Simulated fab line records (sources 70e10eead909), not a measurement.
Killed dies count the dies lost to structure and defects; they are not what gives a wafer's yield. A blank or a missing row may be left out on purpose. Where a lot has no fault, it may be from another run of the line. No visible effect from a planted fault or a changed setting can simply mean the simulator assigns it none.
Chamber matching :: flow nand harc :: 4 sister chambers for NHARC_P_BONDPAD_STRIP_15 on rie diel-12
The step strips in O2. 8 wafers are shown with their chamber, then 7 later ones without.

WAFERS, EACH WITH ITS CHAMBER
wafer: L106.1
chamber: 0
showerhead plenum p Torr (Torr): 3.73
drypump motor current A (A): 5.9

wafer: L107.1
chamber: 2
showerhead plenum p Torr (Torr): 3.59
drypump motor current A (A): 6.0

wafer: L107.5
chamber: 3
showerhead plenum p Torr (Torr): 3.31
drypump motor current A (A): 4.8

wafer: L110.1
chamber: 1
showerhead plenum p Torr (Torr): 3.47
drypump motor current A (A): 5.5

wafer: L110.3
chamber: 3
showerhead plenum p Torr (Torr): 3.30
drypump motor current A (A): 4.9

wafer: L110.6
chamber: 0
showerhead plenum p Torr (Torr): 3.73
drypump motor current A (A): 5.9

wafer: L108.1
chamber: 2
showerhead plenum p Torr (Torr): 3.59
drypump motor current A (A): 5.9

wafer: L108.4
chamber: 1
showerhead plenum p Torr (Torr): 3.47
drypump motor current A (A): 5.5

WAFERS WHOSE CHAMBER IS MISSING
wafer: L108.5
showerhead plenum p Torr (Torr): 3.30
drypump motor current A (A): 4.9

wafer: L116.1
showerhead plenum p Torr (Torr): 3.59
drypump motor current A (A): 6.0

wafer: L116.2
showerhead plenum p Torr (Torr): 3.47
drypump motor current A (A): 5.5

wafer: L116.5
showerhead plenum p Torr (Torr): 3.30
drypump motor current A (A): 4.9

wafer: L120.4
showerhead plenum p Torr (Torr): 3.47
drypump motor current A (A): 5.5

wafer: L120.5
showerhead plenum p Torr (Torr): 3.47
drypump motor current A (A): 5.5

wafer: L120.6
showerhead plenum p Torr (Torr): 3.73
drypump motor current A (A): 5.9

WHICH CHAMBER EACH WENT THROUGH
wafer: L108.5
from the rows above: 3
in truth: 3

wafer: L116.1
from the rows above: 2
in truth: 2

wafer: L116.2
from the rows above: 1
in truth: 1

wafer: L116.5
from the rows above: 3
in truth: 3

wafer: L120.4
from the rows above: 1
in truth: 1

wafer: L120.5
from the rows above: 1
in truth: 1

wafer: L120.6
from the rows above: 0
in truth: 0
Placed correctly: 7 of 7. Left unplaced by these rows: 0. Wrongly placed: 0.
How it was worked out, from the rows above alone: a wafer's distance from a chamber is the root of the sum, over the readings, of the square of ((its reading less the chamber's mean) divided by the reading's scatter). If the next closest chamber is less than 2 further off than the closest, the wafer can't be placed; otherwise it belongs to the closest. Each chamber's mean is taken over the wafers shown for it. How the scatter is found: for the shown wafers, subtract from each reading the mean of its chamber, square and add these, divide the total by (wafers less chambers), then take the root.
